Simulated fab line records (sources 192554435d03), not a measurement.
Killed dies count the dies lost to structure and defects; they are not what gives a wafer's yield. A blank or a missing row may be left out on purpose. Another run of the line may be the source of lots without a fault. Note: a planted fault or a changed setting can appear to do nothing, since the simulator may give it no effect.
Matching of chambers ; flow n5 finfet ; rie diel-03 running N5_BEOL_M12_ETCH_68: 3 sister chambers
The step etches SOC in N2/H2, time 285 s. 14 wafers are shown with their chamber, then 6 later ones without.

== EACH WAFER AND ITS CHAMBER ==
wafer;chamber;showerhead plenum p Torr (Torr);drypump motor current A (A);oes product au (a.u.)
L074.1;1;2.60;5.2;0.90
L074.3;2;2.43;5.3;0.73
L074.6;0;2.74;5.6;0.96
L077.1;0;2.73;5.6;0.94
L077.4;2;2.43;5.3;0.73
L077.5;1;2.60;5.1;0.89
L078.1;2;2.43;5.3;0.72
L078.3;0;2.73;5.7;0.94
L078.4;0;2.73;5.6;0.93
L087.1;2;2.42;5.3;0.71
L087.2;1;2.59;5.2;0.85
L087.5;0;2.73;5.6;0.90
L086.1;1;2.58;5.2;0.84
L086.5;1;2.59;5.2;0.84

SIGNATURES, as means of the wafers listed above
reading;chamber 0;chamber 1;chamber 2;scatter within a chamber
showerhead plenum p Torr;2.7320;2.5920;2.4275;0.00629
drypump motor current A;5.620;5.180;5.300;0.0381
oes product au;0.9340;0.8640;0.7225;0.0224
Rule: a wafer lies at a distance from a chamber equal to the root of the sum of squares, over the readings, of (its reading less the chamber's mean, divided by the reading's scatter). The wafer belongs to the nearest chamber; if the next one is less than 2 further off, it can't be placed. How the scatter is found: for the shown wafers, subtract from each reading the mean of its chamber, square and add these, divide the total by (wafers less chambers), then take the root.

== WAFERS WITH NO CHAMBER GIVEN ==
wafer;showerhead plenum p Torr (Torr);drypump motor current A (A);oes product au (a.u.)
L086.6;2.42;5.3;0.71
L088.1;2.72;5.6;0.87
L088.3;2.41;5.2;0.71
L088.6;2.41;5.3;0.70
L094.2;2.72;5.6;0.87
L094.5;2.41;5.3;0.70

== WHICH CHAMBER EACH WENT THROUGH ==
wafer;from the rows above;in truth
L086.6;2;2
L088.1;0;0
L088.3;2;2
L088.6;2;2
L094.2;0;0
L094.5;2;2
Correctly placed: 6 of 6. Can't be placed from these rows: 0. 0 placed wrongly.
